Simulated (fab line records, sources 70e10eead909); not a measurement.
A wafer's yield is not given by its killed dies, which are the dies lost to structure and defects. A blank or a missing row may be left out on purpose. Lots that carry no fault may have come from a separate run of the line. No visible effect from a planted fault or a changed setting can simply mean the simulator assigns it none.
fab line records ; flow nand-harc
record: lots: 12; wafers: 36; last-day: 23
route steps=1159 shown A_M1@1037
lots that met no fault: taken from a fault-free run of the same line
start-h: start of the lot's first displayed wafer, in hours after the record's first day ; wait-h: how many hours have passed since the lot's step before this one ; " as in the row above ; L1.1+2: one row covering several wafers at once ; - no value, or no start given ; * or withheld: withheld ; < > ~ a bound
route shown NAME@n: a module of which the file shows steps, and the number in the route of the first ; usual: mean/standard deviation taken from wafers without a fault ; same: alike in all rows ; chamber/n: place in a boat ; sites: the reading at each site ; _std_site: standard deviation of those values ; _edge_site: mean of outer sites minus mean of inner sites ; radius-mm: for every site, how far away it sits from the centre of the wafer ; mask NAME#n: copy n ; behind: the tool/chamber that last shaped the wafer ; hold: what put the lot on hold/how long, in hours/how the hold closed ; device: the transistor (n, p or np) that didn't switch ; end of line: the route-end tests of the same wafers ; a step without rows: its recipe alone ; killed: dies lost to structure and defects at the first sort, not the wafer's yield ; map: per-die view of a wafer (x killed, . not killed, _ where there is no die)
set.NAME: the run value of the setting; set.NAME@STEP: its run value at that earlier step ; model.NAME: the simulator's own value behind a step, which no gauge read
a sample of lots followed through the steps of the route, with each step as a table and each wafer as a row
services: the hour from which a tool's chamber was out of use, counted from the record's first day as start-h (under 0 if before that day), plus the number of hours and why
== steps ==
step: NHARC_A_M1_OVL_MEAS_10
recipe: pitch-nm: 240
usual: overlay-x-nm: 0.0/0.89; overlay-y-nm: 0.2/0.79
lot.wafer;tool;chamber;start-h;wait-h;overlay-x-nm;overlay-y-nm
L883.1;overlay-02;-;403.95;-;0.7;0.3
L883.2;overlay-02;-;403.95;-;0.8;0.6
L883.3;overlay-02;-;403.95;-;0.8;1.0
L886.2;overlay-01;-;407.12;-;-0.4;0.6
L886.3;overlay-01;-;407.12;-;-0.3;0.8
L886.5;overlay-01;-;407.12;-;-0.9;0.7
L884.2;overlay-02;-;414.14;-;0.7;0.6
L884.3;overlay-02;-;414.14;-;0.2;0.4
L884.5;overlay-02;-;414.14;-;0.8;0.1
L885.1;overlay-02;-;415.41;-;0.5;-0.2
L885.2;overlay-02;-;415.41;-;0.1;0.2
L885.3;overlay-02;-;415.41;-;0.5;0.3
L887.2;overlay-01;-;427.05;-;1.1;0.6
L887.4;overlay-01;-;427.05;-;1.3;1.2
L887.5;overlay-01;-;427.05;-;1.0;1.0
L889.1;overlay-01;-;431.81;-;1.6;-1.0
L889.2;overlay-01;-;431.81;-;1.7;-0.7
L889.4;overlay-01;-;431.81;-;1.8;-0.9
L888.2;overlay-02;-;432.75;-;-1.0;1.1
L888.5;overlay-02;-;432.75;-;-1.2;0.6
L888.6;overlay-02;-;432.75;-;-1.0;0.5
L890.3;overlay-01;-;443.12;-;-0.3;-0.1
L890.5;overlay-01;-;443.12;-;-0.9;0.3
L890.6;overlay-01;-;443.12;-;-0.9;0.6
L891.1;overlay-02;-;453.29;-;0.2;0.4
L891.4;overlay-02;-;453.29;-;0.6;0.4
L891.5;overlay-02;-;453.29;-;0.8;0.4
L892.1;overlay-02;-;454.02;-;0.2;0.0
L892.5;overlay-02;-;454.02;-;-1.0;-1.0
L892.6;overlay-02;-;454.02;-;-0.1;0.3
L901.1;overlay-01;-;504.00;-;0.4;0.3
L901.2;overlay-01;-;504.00;-;1.0;0.8
L901.4;overlay-01;-;504.00;-;0.2;0.7
L900.1;overlay-02;-;518.78;-;1.0;-0.5
L900.3;overlay-02;-;518.78;-;0.8;-0.7
L900.4;overlay-02;-;518.78;-;0.4;-0.4
step: NHARC_A_M1_INSPECT_11
usual: raw-defect-count: 29/13
lot.wafer;tool;chamber;start-h;wait-h;raw-defect-count
L883.1;defect-inspect-02;-;404.00;0.1;6
L883.2;defect-inspect-02;-;404.00;0.1;13
L883.3;defect-inspect-02;-;404.00;0.1;8
L886.2;defect-inspect-01;-;407.16;0.0;15
L886.3;defect-inspect-01;-;407.16;0.0;9
L886.5;defect-inspect-01;-;407.16;0.0;12
L884.2;defect-inspect-01;-;414.18;0.0;25
L884.3;defect-inspect-01;-;414.18;0.0;39
L884.5;defect-inspect-01;-;414.18;0.0;19
L885.1;defect-inspect-02;-;415.45;0.0;5
L885.2;defect-inspect-02;-;415.45;0.0;11
L885.3;defect-inspect-02;-;415.45;0.0;8
L887.2;defect-inspect-02;-;427.09;0.0;32
L887.4;defect-inspect-02;-;427.09;0.0;34
L887.5;defect-inspect-02;-;427.09;0.0;42
L889.1;defect-inspect-02;-;431.84;0.0;21
L889.2;defect-inspect-02;-;431.84;0.0;31
L889.4;defect-inspect-02;-;431.84;0.0;29
L888.2;defect-inspect-02;-;432.78;0.0;18
L888.5;defect-inspect-02;-;432.78;0.0;20
L888.6;defect-inspect-02;-;432.78;0.0;21
L890.3;defect-inspect-01;-;443.15;0.0;30
L890.5;defect-inspect-01;-;443.15;0.0;20
L890.6;defect-inspect-01;-;443.15;0.0;23
L891.1;defect-inspect-02;-;453.33;0.0;20
L891.4;defect-inspect-02;-;453.33;0.0;26
L891.5;defect-inspect-02;-;453.33;0.0;18
L892.1;defect-inspect-02;-;454.06;0.0;26
L892.5;defect-inspect-02;-;454.06;0.0;30
L892.6;defect-inspect-02;-;454.06;0.0;35
L901.1;defect-inspect-02;-;504.04;0.0;33
L901.2;defect-inspect-02;-;504.04;0.0;27
L901.4;defect-inspect-02;-;504.04;0.0;26
L900.1;defect-inspect-01;-;518.81;0.0;42
L900.3;defect-inspect-01;-;518.81;0.0;37
L900.4;defect-inspect-01;-;518.81;0.0;35
step: NHARC_A_M1_PVD_21
recipe: target-thk-a: 300; chamber-pressure-pa: 5; power-w: 5000; substrate-temp-c: 30; time-s: 20.49; material: Cu
usual: substrate-temp-c: 30.01/0.11; throttle-valve-pct: 29.9/1.4
lot.wafer;tool;chamber;start-h;wait-h;substrate-temp-c;throttle-valve-pct
L883.3;pvd-sputter-01;-;-;-;29.95;29.1
L883.1;pvd-sputter-01;-;-;-;30.00;30.7
L883.2;pvd-sputter-01;-;-;-;30.06;32.3
L886.3;pvd-sputter-03;-;-;-;29.78;31.3
L886.2;pvd-sputter-03;-;-;-;29.87;30.1
L886.5;pvd-sputter-03;-;-;-;29.70;31.1
L884.2;pvd-sputter-01;-;-;-;30.01;27.0
L884.3;pvd-sputter-01;-;-;-;29.99;30.6
L884.5;pvd-sputter-01;-;-;-;30.06;27.1
L885.3;pvd-sputter-03;-;-;-;29.83;28.2
L885.1;pvd-sputter-03;-;-;-;29.99;30.2
L885.2;pvd-sputter-03;-;-;-;30.17;30.0
L887.2;pvd-sputter-01;-;-;-;29.95;29.1
L887.4;pvd-sputter-01;-;-;-;30.09;27.2
L887.5;pvd-sputter-01;-;-;-;29.96;29.2
L889.2;pvd-sputter-01;-;-;-;29.87;32.4
L889.1;pvd-sputter-01;-;-;-;30.22;29.2
L889.4;pvd-sputter-01;-;-;-;30.15;30.6
L888.2;pvd-sputter-01;-;-;-;29.95;29.1
L888.6;pvd-sputter-01;-;-;-;30.07;32.1
L888.5;pvd-sputter-01;-;-;-;30.31;26.9
L890.3;pvd-sputter-02;-;-;-;30.05;30.5
L890.6;pvd-sputter-02;-;-;-;29.85;31.0
L890.5;pvd-sputter-02;-;-;-;30.08;30.4
L891.1;pvd-sputter-03;-;-;-;30.00;29.9
L891.4;pvd-sputter-03;-;-;-;29.93;31.2
L891.5;pvd-sputter-03;-;-;-;30.13;27.9
L892.1;pvd-sputter-02;-;-;-;29.99;30.2
L892.6;pvd-sputter-02;-;-;-;29.85;30.4
L892.5;pvd-sputter-02;-;-;-;29.82;29.2
L901.4;pvd-sputter-03;-;-;-;30.03;28.2
L901.1;pvd-sputter-03;-;-;-;30.03;30.8
L901.2;pvd-sputter-03;-;-;-;29.93;29.6
L900.4;pvd-sputter-03;-;-;-;30.00;30.8
L900.3;pvd-sputter-03;-;-;-;29.99;29.6
L900.1;pvd-sputter-03;-;-;-;29.92;28.3
step: NHARC_A_M1_ECD_22
recipe: target-thk-a: 4000; bath-temp-c: 25; material: Cu
usual: bath-temp-c: 25.00/0.1
lot.wafer;tool;chamber;start-h;wait-h;bath-temp-c
L883.2;ecd-cu-01;0;405.54;-;25.13
L883.1;ecd-cu-01;1;405.54;-;24.78
L883.3;ecd-cu-01;1;405.54;-;24.93
L886.2;ecd-cu-01;1;408.61;-;24.94
L886.3;ecd-cu-01;0;408.61;-;24.90
L886.5;ecd-cu-01;1;408.61;-;24.93
L884.2;ecd-cu-01;0;416.14;-;25.05
L884.3;ecd-cu-01;0;416.14;-;25.07
L884.5;ecd-cu-01;1;416.14;-;24.94
L885.1;ecd-cu-01;0;416.91;-;24.93
L885.2;ecd-cu-01;1;416.91;-;25.11
L885.3;ecd-cu-01;0;416.91;-;24.89
L887.2;ecd-cu-02;1;428.52;-;25.05
L887.4;ecd-cu-02;1;428.52;-;25.14
L887.5;ecd-cu-02;1;428.52;-;25.16
L889.1;ecd-cu-02;0;433.51;-;25.15
L889.2;ecd-cu-02;1;433.51;-;24.99
L889.4;ecd-cu-02;1;433.51;-;24.82
L888.2;ecd-cu-02;0;434.35;-;25.23
L888.5;ecd-cu-02;1;434.35;-;24.96
L888.6;ecd-cu-02;0;434.35;-;25.22
L890.3;ecd-cu-01;0;444.77;-;25.13
L890.6;ecd-cu-01;0;444.77;-;24.95
L890.5;ecd-cu-01;1;444.77;-;24.85
L891.1;ecd-cu-02;1;454.82;-;24.90
L891.4;ecd-cu-02;1;454.82;-;24.98
L891.5;ecd-cu-02;1;454.82;-;24.92
L892.1;ecd-cu-02;1;455.60;-;24.99
L892.6;ecd-cu-02;1;455.60;-;25.03
L892.5;ecd-cu-02;0;455.60;-;24.94
L901.1;ecd-cu-01;0;505.52;-;24.96
L901.2;ecd-cu-01;1;505.52;-;24.77
L901.4;ecd-cu-01;1;505.52;-;24.93
L900.1;ecd-cu-02;1;520.33;-;24.97
L900.3;ecd-cu-02;0;520.33;-;24.98
L900.4;ecd-cu-02;1;520.33;-;24.90
step: NHARC_A_M1_CMP_23
recipe: t-overpolish-s: 20; target-thk-nm: 154.34
usual: motor-current-A: 12.0/1.1; time-to-endpoint-s: 31/3
lot.wafer;tool;chamber;start-h;wait-h;motor-current-A;time-to-endpoint-s
L883.2;cmp-04;1;406.30;-;9.8;33
L883.3;cmp-04;2;406.30;-;11.5;27
L883.1;cmp-04;0;406.30;-;11.1;28
L886.2;cmp-04;1;409.34;-;10.0;29
L886.3;cmp-04;3;409.34;-;12.7;28
L886.5;cmp-04;1;409.34;-;10.1;30
L884.3;cmp-04;2;416.81;-;11.0;27
L884.2;cmp-04;0;416.81;-;11.3;30
L884.5;cmp-04;3;416.81;-;13.2;33
L885.1;cmp-01;1;417.64;-;13.7;28
L885.3;cmp-01;2;417.64;-;13.3;24
L885.2;cmp-01;0;417.64;-;10.3;30
L887.2;cmp-02;2;429.30;-;13.1;34
L887.4;cmp-02;0;429.30;-;11.2;34
L887.5;cmp-02;2;429.30;-;13.0;35
L889.1;cmp-04;0;434.25;-;11.3;26
L889.4;cmp-04;2;434.25;-;11.8;27
L889.2;cmp-04;3;434.25;-;13.0;32
L888.2;cmp-02;0;435.06;-;11.5;33
L888.6;cmp-02;3;435.06;-;12.2;29
L888.5;cmp-02;0;435.06;-;11.7;30
L890.3;cmp-01;3;445.42;-;12.5;29
L890.5;cmp-01;2;445.42;-;14.3;24
L890.6;cmp-01;3;445.42;-;12.7;29
L891.4;cmp-02;3;455.49;-;11.7;34
L891.1;cmp-02;0;455.49;-;11.6;33
L891.5;cmp-02;3;455.49;-;12.4;33
L892.1;cmp-02;1;456.41;-;12.5;32
L892.6;cmp-02;2;456.41;-;13.0;33
L892.5;cmp-02;3;456.41;-;12.1;33
L901.1;cmp-02;3;506.27;-;12.3;31
L901.2;cmp-02;0;506.27;-;12.3;32
L901.4;cmp-02;1;506.27;-;12.8;14
L900.3;cmp-01;0;521.03;-;11.2;31
L900.4;cmp-01;1;521.03;-;12.3;25
L900.1;cmp-01;2;521.03;-;13.5;26
== services ==
tool;chamber;start-h;hours;kind
cmp-04;-;384.99;0.7;repair
pvd-sputter-02;-;393.43;10.0;pm
cmp-04;-;399.00;4.0;pm
cmp-01;-;401.01;2.1;repair
ecd-cu-02;-;403.21;17.4;repair
cmp-02;-;403.79;0.5;repair
cmp-01;-;406.06;4.0;pm
pvd-sputter-02;-;420.11;0.6;repair
cmp-02;-;422.54;4.0;pm
pvd-sputter-02;-;446.17;0.8;repair
ecd-cu-01;-;448.14;8.0;pm
cmp-02;-;448.51;0.5;repair
cmp-04;-;452.92;13.5;repair
pvd-sputter-03;-;458.00;10.0;pm
cmp-01;-;461.41;0.5;repair
cmp-04;-;466.56;0.3;repair
pvd-sputter-02;-;467.44;6.9;repair
cmp-04;-;474.20;1.1;repair
cmp-01;-;485.91;0.7;repair
cmp-02;-;495.06;2.0;repair
cmp-04;-;497.07;4.0;pm
cmp-01;-;504.06;4.0;pm
pvd-sputter-02;-;507.50;2.0;repair
cmp-02;-;520.59;4.0;pm
== key ==
first-sign: step: NHARC_A_M1_CMP_23; reading: time-to-endpoint-s; direction: down; sigmas: 5.5; usual: *; struck: *
effect none on later readings
met-at NHARC_A_M1_ECD_22
struck-lots L901
struck-wafers L901.4
not-acting-at NHARC_A_M1_OVL_MEAS_10,NHARC_A_M1_INSPECT_11,NHARC_A_M1_PVD_21
onset-between 444.77 505.52
fault: kind: process-parameter-drift; tool: ecd-cu-01; chamber: -; onset-h: 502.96; steps: NHARC_A_M1_ECD_22; channel: target-thk-a; offset: *; shape: step; end-h: 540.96; scope: struck-wafers-only; acts-in: *; stated: *
